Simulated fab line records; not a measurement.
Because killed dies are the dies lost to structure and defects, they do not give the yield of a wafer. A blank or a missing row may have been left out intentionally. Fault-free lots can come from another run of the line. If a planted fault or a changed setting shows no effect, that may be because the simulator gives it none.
Which tool is to blame?	flow nand_harc	72 wafers from 24 lots sampled at 6 of the route's 1159 steps

WHAT THE GAUGES READ, wafer by wafer
NHARC_P_START_INSPECT_01. Usual: raw_defect_count 3.4, standard deviation 2.
lot	measured	on	raw_defect_count	flag
L074	day 1 12:02	defect_inspect-02	6 2 2	
L075	day 1 18:02	defect_inspect-02	1 5 0	
L076	day 2 00:02	defect_inspect-02	7 3 2	
L077	day 2 06:02	defect_inspect-02	3 0 0	
L078	day 2 12:02	defect_inspect-02	3 2 6	
L079	day 2 18:02	defect_inspect-01	2 4 2	
L080	day 3 00:03	defect_inspect-02	7 4 5	
L081	day 3 06:02	defect_inspect-02	3 5 5	
L082	day 3 12:02	defect_inspect-02	6 3 2	
L083	day 3 18:02	defect_inspect-01	1 1 3	
L084	day 4 00:02	defect_inspect-02	3 6 2	
L085	day 4 06:02	defect_inspect-01	0 5 5	
L086	day 4 12:02	defect_inspect-02	5 5 0	
L087	day 4 18:02	defect_inspect-02	0 4 4	
L088	day 5 00:02	defect_inspect-01	2 3 0	
L089	day 5 06:02	defect_inspect-02	5 5 3	
L090	day 5 12:02	defect_inspect-02	3 2 6	
L091	day 5 18:02	defect_inspect-02	3 3 3	
L092	day 6 00:02	defect_inspect-01	4 2 2	
L093	day 6 06:02	defect_inspect-01	2 5 3	
L094	day 6 12:02	defect_inspect-02	0 2 6	
L095	day 6 18:02	defect_inspect-01	4 1 6	
L096	day 7 00:02	defect_inspect-02	3 4 4	
L097	day 7 06:02	defect_inspect-02	6 5 3	

NHARC_P_CONTACT_CD_MEAS_12: target cd 90 nm. Usual: cd_nm 90.2 nm, standard deviation 0.72.
lot	measured	on	cd_nm (nm)	flag
L074	day 5 17:07	cd_sem-02	90.3 90.5 88.9	
L075	day 5 16:50	cd_sem-01	91.8 90.5 89.4	
L076	day 6 05:19	cd_sem-03	89.3 89.9 90.2	
L077	day 6 05:49	cd_sem-01	90.5 90.4 89.7	
L078	day 6 13:27	cd_sem-01	90.9 91.3 91.4	
L079	day 6 18:38	cd_sem-02	90.6 90.8 90.6	
L080	day 7 03:52	cd_sem-01	91.2 90.6 89.1	
L081	day 7 05:43	cd_sem-02	89.8 89.8 89.3	
L082	day 7 13:29	cd_sem-01	91.2 90.9 90.9	
L083	day 7 20:07	cd_sem-01	90.4 90.5 90.1	
L084	day 8 04:14	cd_sem-01	90.0 89.8 90.1	
L085	day 8 17:42	cd_sem-01	89.9 90.3 90.2	
L086	day 8 20:43	cd_sem-01	91.1 90.1 89.5	
L087	day 8 16:10	cd_sem-03	89.9 89.8 89.5	
L088	day 9 00:28	cd_sem-01	90.0 89.5 90.1	
L089	day 9 08:30	cd_sem-02	89.9 90.8 90.6	
L090	day 9 13:26	cd_sem-01	88.8 89.5 89.3	
L091	day 10 00:23	cd_sem-02	89.0 89.9 90.2	
L092	day 10 02:07	cd_sem-01	91.2 91.5 91.9	
L093	day 10 06:32	cd_sem-01	90.1 88.9 89.7	
L094	day 10 12:19	cd_sem-03	89.2 89.4 89.0	
L095	day 10 13:12	cd_sem-01	91.6 90.0 90.0	
L096	day 11 05:13	cd_sem-02	91.0 91.1 89.7	
L097	day 11 11:54	cd_sem-03	89.0 88.8 89.2	

NHARC_P_CONTACT_INSPECT_27. Usual: raw_defect_count 274, standard deviation 91.
lot	measured	on	raw_defect_count	flag
L074	day 5 22:22	defect_inspect-02	157 208 198	
L075	day 5 21:47	defect_inspect-02	188 259 307	
L076	day 6 08:54	defect_inspect-01	347 141 212	
L077	day 6 09:42	defect_inspect-01	343 295 162	
L078	day 6 19:21	defect_inspect-02	169 256 199	
L079	day 7 01:34	defect_inspect-02	306 212 420	
L080	day 7 07:10	defect_inspect-01	237 330 386	
L081	day 7 10:23	defect_inspect-01	316 179 280	
L082	day 7 19:07	defect_inspect-01	221 325 280	
L083	day 7 23:32	defect_inspect-02	256 292 555	
L084	day 8 17:06	defect_inspect-02	701 178 224	
L085	day 8 21:45	defect_inspect-01	254 217 383	
L086	day 9 03:14	defect_inspect-01	201 409 370	
L087	day 8 20:23	defect_inspect-01	460 294 404	
L088	day 9 04:57	defect_inspect-02	162 227 189	
L089	day 9 11:48	defect_inspect-01	88 170 235	
L090	day 10 00:16	defect_inspect-01	377 185 258	
L091	day 10 03:50	defect_inspect-02	268 241 332	
L092	day 10 06:23	defect_inspect-01	493 250 227	
L093	day 10 09:50	defect_inspect-01	403 257 278	
L094	day 10 18:19	defect_inspect-02	431 261 238	
L095	day 10 18:25	defect_inspect-02	230 325 241	
L096	day 11 08:29	defect_inspect-01	362 344 211	
L097	day 11 18:20	defect_inspect-01	286 241 196	

WHICH TOOL RAN EACH LOT (tool, then ch and the chambers of the sampled wafers, then the start)
lot	NHARC_P_STI_ETCH_42	NHARC_P_GATE_DEGAS_109	NHARC_P_CONTACT_DEP_30
L074	rie_diel-05 ch 1,2,3, day 2 13:32	pvd_sputter-01, day 5 14:32	pecvd-04 ch 0,1,2, day 5 15:36
L075	rie_diel-03 ch 0,1,2, day 2 13:42	pvd_sputter-01, day 5 14:13	pecvd-02 ch 0,2, day 5 15:19
L076	rie_diel-05 ch 1,3, day 3 03:48	pvd_sputter-03, day 6 02:45	pecvd-02 ch 0,1,2, day 6 03:47
L077	rie_diel-03 ch 2,3, day 3 03:50	pvd_sputter-01, day 6 03:22	pecvd-02 ch 1,2, day 6 04:26
L078	rie_diel-03 ch 0,1,3, day 3 11:16	pvd_sputter-03, day 6 10:46	pecvd-04 ch 0,2, day 6 11:50
L079	rie_diel-11 ch 0,1,2, day 3 18:47	pvd_sputter-03, day 6 16:00	pecvd-02 ch 1,2, day 6 17:17
L080	rie_diel-03 ch 1,2,3, day 3 23:08	pvd_sputter-01, day 7 00:53	pecvd-04 ch 0,2, day 7 02:08
L081	rie_diel-11 ch 0,1,2, day 4 05:20	pvd_sputter-01, day 7 03:06	pecvd-02 ch 0,1,2, day 7 04:10
L082	rie_diel-11 ch 1,2,3, day 4 11:22	pvd_sputter-02, day 7 10:56	pecvd-01 ch 0,1,2, day 7 11:57
L083	rie_diel-05 ch 1,2,3, day 4 18:56	pvd_sputter-03, day 7 17:18	pecvd-04 ch 2, day 7 18:23
L084	rie_diel-05 ch 1,2,3, day 5 00:49	pvd_sputter-03, day 8 01:20	pecvd-02 ch 1,2, day 8 02:32
L085	rie_diel-05 ch 0,2,3, day 5 06:22	pvd_sputter-01, day 8 14:53	pecvd-04 ch 0,1, day 8 16:01
L086	rie_diel-05 ch 0,3, day 5 11:31	pvd_sputter-03, day 8 18:08	pecvd-01 ch 0,2, day 8 19:12
L087	rie_diel-05 ch 0,1,3, day 5 16:53	pvd_sputter-03, day 8 13:33	pecvd-01 ch 0,1, day 8 14:35
L088	rie_diel-05 ch 0,1,3, day 6 00:13	pvd_sputter-02, day 8 22:01	pecvd-01 ch 0,1, day 8 23:05
L089	rie_diel-03 ch 0,1,3, day 6 05:46	pvd_sputter-03, day 9 05:38	pecvd-02 ch 0,1, day 9 07:06
L090	rie_diel-03 ch 0,1,3, day 6 11:14	pvd_sputter-01, day 9 10:49	pecvd-01 ch 0,2, day 9 12:02
L091	rie_diel-11 ch 0,1,2, day 6 17:20	pvd_sputter-03, day 9 21:56	pecvd-04 ch 0,1,2, day 9 23:00
L092	rie_diel-11 ch 2,3, day 6 23:02	pvd_sputter-03, day 9 23:17	pecvd-01 ch 0,1,2, day 10 00:38
L093	rie_diel-05 ch 0,2,3, day 7 05:50	pvd_sputter-03, day 10 04:04	pecvd-04 ch 0,1,2, day 10 05:05
L094	rie_diel-05 ch 1,3, day 7 13:07	pvd_sputter-03, day 10 09:39	pecvd-04 ch 1,2, day 10 10:56
L095	rie_diel-11 ch 0,1,3, day 7 16:52	pvd_sputter-01, day 10 10:22	pecvd-04 ch 0,1,2, day 10 11:42
L096	rie_diel-03 ch 0,2, day 8 00:55	pvd_sputter-02, day 11 02:39	pecvd-02 ch 0,1,2, day 11 03:40
L097	rie_diel-05 ch 0,3, day 8 05:07	pvd_sputter-02, day 11 09:14	pecvd-01 ch 0,1,2, day 11 10:21
- NHARC_P_STI_ETCH_42: etches the open film in N2/H2, target depth 80 nm, overetch 24 nm, time 61 s.
- NHARC_P_GATE_DEGAS_109: time 60 s.
- NHARC_P_CONTACT_DEP_30: deposits SiNx, target thk 30 nm.

AS READ BY THE TOOLS THEMSELVES (means over the sampled wafers that have a number; for cases with no such wafer, the mark the record gives instead)
NHARC_P_STI_ETCH_42. Usual: drypump_motor_current_A 5.6 A, standard deviation 0.65; oes_product_au 1.001 a.u., standard deviation 0.0092; rf_vpp_V 432.7 V, standard deviation 2.8; showerhead_plenum_p_Torr 2.12 Torr, standard deviation 0.096; throttle_valve_pct 14.171 %, standard deviation 0.0092.
lot	tool	drypump_motor_current_A (A)	oes_product_au (a.u.)	rf_vpp_V (V)	showerhead_plenum_p_Torr (Torr)	throttle_valve_pct (%)	flag
L074	rie_diel-05	5.4	1.001	434.7	2.20	14.169	
L075	rie_diel-03	5.5	0.993	431.3	2.09	14.166	
L076	rie_diel-05	5.1	1.000	434.6	2.19	14.176	
L077	rie_diel-03	5.1	1.015	430.1	2.04	14.172	
L078	rie_diel-03	5.6	0.996	432.7	2.15	14.171	
L079	rie_diel-11	5.7	1.012	430.7	2.07	14.158	
L080	rie_diel-03	5.1	1.008	432.1	2.09	14.169	
L081	rie_diel-11	5.7	1.003	431.7	2.07	14.161	
L082	rie_diel-11	5.7	1.005	428.8	1.99	14.171	
L083	rie_diel-05	5.4	0.996	435.4	2.20	14.165	
L084	rie_diel-05	5.5	0.995	435.7	2.20	14.169	
L085	rie_diel-05	6.0	1.003	434.0	2.18	14.174	
L086	rie_diel-05	6.1	1.001	433.6	2.16	14.166	
L087	rie_diel-05	5.5	0.988	434.4	2.18	14.179	
L088	rie_diel-05	5.5	0.999	434.6	2.18	14.164	
L089	rie_diel-03	5.5	0.993	433.6	2.15	14.171	
L090	rie_diel-03	5.5	0.995	434.4	2.14	14.163	
L091	rie_diel-11	5.7	1.008	430.7	2.07	14.165	
L092	rie_diel-11	5.6	1.001	429.4	2.00	14.169	
L093	rie_diel-05	6.0	0.996	434.0	2.18	14.161	
L094	rie_diel-05	4.9	1.003	434.5	2.20	14.170	
L095	rie_diel-11	5.4	1.004	428.5	1.99	14.167	
L096	rie_diel-03	6.0	0.992	432.1	2.10	14.180	
L097	rie_diel-05	5.6	1.001	433.7	2.17	14.172	

NHARC_P_GATE_DEGAS_109. Usual: heater_power_w 473 W, standard deviation 48.
lot	tool	heater_power_w (W)	flag
L074	pvd_sputter-01	536	
L075	pvd_sputter-01	477	
L076	pvd_sputter-03	440	
L077	pvd_sputter-01	486	
L078	pvd_sputter-03	482	
L079	pvd_sputter-03	475	
L080	pvd_sputter-01	486	
L081	pvd_sputter-01	520	
L082	pvd_sputter-02	443	
L083	pvd_sputter-03	413	
L084	pvd_sputter-03	491	
L085	pvd_sputter-01	481	
L086	pvd_sputter-03	450	
L087	pvd_sputter-03	444	
L088	pvd_sputter-02	484	
L089	pvd_sputter-03	505	
L090	pvd_sputter-01	492	
L091	pvd_sputter-03	452	
L092	pvd_sputter-03	469	
L093	pvd_sputter-03	460	
L094	pvd_sputter-03	453	
L095	pvd_sputter-01	513	
L096	pvd_sputter-02	454	
L097	pvd_sputter-02	465	

NHARC_P_CONTACT_DEP_30. Usual: heater_power_w 685 W, standard deviation 120.
lot	tool	heater_power_w (W)	flag
L074	pecvd-04	709	
L075	pecvd-02	722	
L076	pecvd-02	664	
L077	pecvd-02	633	
L078	pecvd-04	581	
L079	pecvd-02	728	
L080	pecvd-04	613	
L081	pecvd-02	674	
L082	pecvd-01	687	
L083	pecvd-04	588	
L084	pecvd-02	618	
L085	pecvd-04	773	
L086	pecvd-01	844	
L087	pecvd-01	638	
L088	pecvd-01	616	
L089	pecvd-02	792	
L090	pecvd-01	798	
L091	pecvd-04	685	
L092	pecvd-01	740	
L093	pecvd-04	674	
L094	pecvd-04	794	
L095	pecvd-04	748	
L096	pecvd-02	691	
L097	pecvd-01	728	

THE ANSWER, worked out from the rows above alone
Rule: lot off if the mean of its wafers having a number is beyond 3 standard deviations from the usual mean. Also off: a lot with no number at a reading for which 4 or more lots have one. The other lots that the step has rows for count as sound. Order of review: gauges by route order, followed by the tools' own readings, for which a lot's mean as printed above is used. At the first step where some lot is off, the reading lying furthest off is the one used; lots without a number count as furthest.
None of the lots is off at any reading shown; this tells nothing.

WHAT THE SIMULATOR PUT IN
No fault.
